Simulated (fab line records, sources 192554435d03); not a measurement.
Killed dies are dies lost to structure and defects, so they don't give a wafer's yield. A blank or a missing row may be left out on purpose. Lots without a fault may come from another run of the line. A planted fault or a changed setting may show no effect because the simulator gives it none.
Split-lot experiment | flow n5_finfet | 7 lots, 39 wafers read, on a route of 1938 steps

THE SPLIT
At N5_GATE_CUT_ETCH_58 (etches SiNx in CH3F/O2, target depth 17 nm, time 128.6 s), the setting time_s was moved away from the recipe's 128.6 s on 15 of the 39 wafers read, by -13.2% to +19.0%. The other wafers ran this setting at the recipe's value.

The reading is taken at the split's own step.

THE READING
etch.depth_nm (the simulator's own value, which no gauge read), in nm, at N5_GATE_CUT_ETCH_58 (etches SiNx in CH3F/O2, target depth 17 nm, time 128.6 s). The file gives no usual value for it. The 24 wafers here that ran the recipe average 16.89 nm, standard deviation 0.28 nm.

wafer  | tool, chamber at the split | time_s as run, s | against the recipe | etch.depth_nm, nm | against lot-mates on the recipe
L074.1 | rie_diel-05, 0             | 128.6            | recipe             | 17.11             | -
L074.2 | rie_diel-05, 3             | 119.5            | -7.1%              | 15.62             | -1.41
L074.3 | rie_diel-05, 2             | 119.5            | -7.1%              | 16.06             | -0.97
L074.4 | rie_diel-05, 1             | 128.6            | recipe             | 17.17             | -
L074.5 | rie_diel-05, 3             | 128.6            | recipe             | 16.81             | -
L074.6 | rie_diel-05, 0             | 119.5            | -7.1%              | 16.04             | -0.99
L080.1 | rie_diel-06, 1             | 128.6            | recipe             | 16.48             | -
L080.2 | rie_diel-06, 2             | 128.6            | recipe             | 16.73             | -
L080.3 | rie_diel-06, 3             | 111.6            | -13.2%             | 15.21             | -1.33
L080.4 | rie_diel-06, 0             | 128.6            | recipe             | 16.41             | -
L080.5 | rie_diel-06, 3             | 111.6            | -13.2%             | 15.12             | -1.42
L080.6 | rie_diel-06, 0             | 111.6            | -13.2%             | 14.24             | -2.30
L085.1 | rie_diel-06, 2             | 128.6            | recipe             | 16.67             | -
L085.2 | rie_diel-06, 0             | 114.2            | -11.2%             | 14.49             | -2.34
L085.3 | rie_diel-06, 3             | 114.2            | -11.2%             | 15.38             | -1.45
L085.4 | rie_diel-06, 3             | 128.6            | recipe             | 17.18             | -
L085.5 | rie_diel-06, 2             | 128.6            | recipe             | 16.63             | -
L085.6 | rie_diel-06, 0             | 114.2            | -11.2%             | 14.53             | -2.30
L088.1 | rie_diel-01, 1             | 153              | +19.0%             | 19.93             | +2.86
L088.2 | rie_diel-01, 0             | 153              | +19.0%             | 19.75             | +2.68
L088.3 | rie_diel-01, 3             | 128.6            | recipe             | 17.07             | -
L088.4 | rie_diel-01, 2             | 153              | +19.0%             | 20.09             | +3.02
L088.5 | rie_diel-01, 2             | 128.6            | recipe             | 16.95             | -
L088.6 | rie_diel-01, 3             | 128.6            | recipe             | 17.19             | -
L089.1 | rie_diel-05, 1             | 128.6            | recipe             | 17.36             | -
L089.2 | rie_diel-05, 2             | 128.6            | recipe             | 17.26             | -
L089.3 | rie_diel-05, 0             | 128.6            | recipe             | 17.37             | -
L090.1 | rie_diel-01, 0             | 128.6            | recipe             | 16.57             | -
L090.2 | rie_diel-01, 1             | 128.6            | recipe             | 16.87             | -
L090.3 | rie_diel-01, 3             | 112.9            | -12.2%             | 15.09             | -1.57
L090.4 | rie_diel-01, 2             | 112.9            | -12.2%             | 14.9              | -1.76
L090.5 | rie_diel-01, 3             | 112.9            | -12.2%             | 14.95             | -1.71
L090.6 | rie_diel-01, 0             | 128.6            | recipe             | 16.53             | -
L091.1 | rie_diel-01, 3             | 128.6            | recipe             | 16.97             | -
L091.2 | rie_diel-01, 2             | 128.6            | recipe             | 16.81             | -
L091.3 | rie_diel-01, 1             | 128.6            | recipe             | 16.71             | -
L091.4 | rie_diel-01, 0             | 128.6            | recipe             | 16.61             | -
L091.5 | rie_diel-01, 2             | 128.6            | recipe             | 16.74             | -
L091.6 | rie_diel-01, 3             | 128.6            | recipe             | 17.12             | -

THE FIT
A straight line over all 39 wafers: etch.depth_nm changes by +0.161 nm for each +1% of time_s; r = +0.97; the points scatter about the line by 0.31 nm.
The same after taking each lot's own level away (the mean of its wafers on the recipe; 39 wafers): +0.148 nm for each +1%; r = +0.98; scatter 0.26 nm.
On that fit, the largest move of time_s shifts the reading by 2.8 nm.
The lots' own levels span 16.540 to 17.330 nm, that is 2.8 times the standard deviation above.
So the lot-to-lot level changes the slope little: the two slopes agree.
Check: with one of the wafers moved furthest among these (+19.0%) left out of the fit, the line predicts +2.81 nm for it against its lot-mates. It came out at +2.86 nm against them.

OTHER SPLITS ON THESE WAFERS
These wafers also went through other splits before the reading. Each is held against what the fit with the lots' levels taken away leaves over:
other split on the same wafers     | wafers away from the commonest value | r with etch.depth_nm (lot level and that fit taken away)
N5_WELL_APT_EPI_41 time_s          | 12                                   | -0.04
N5_SD_EPI_N_EXPOSE_06 dose_mj      | 15                                   | -0.21
N5_HKMG_FIN_ETCH_54 source_w       | 18                                   | +0.03
N5_HKMG_FIN_ETCH_67 target_depth_a | 12                                   | +0.02

THE FILE'S OWN FIT
etch.depth_nm changes by +0.148 nm for each +1% of time_s, r = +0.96.
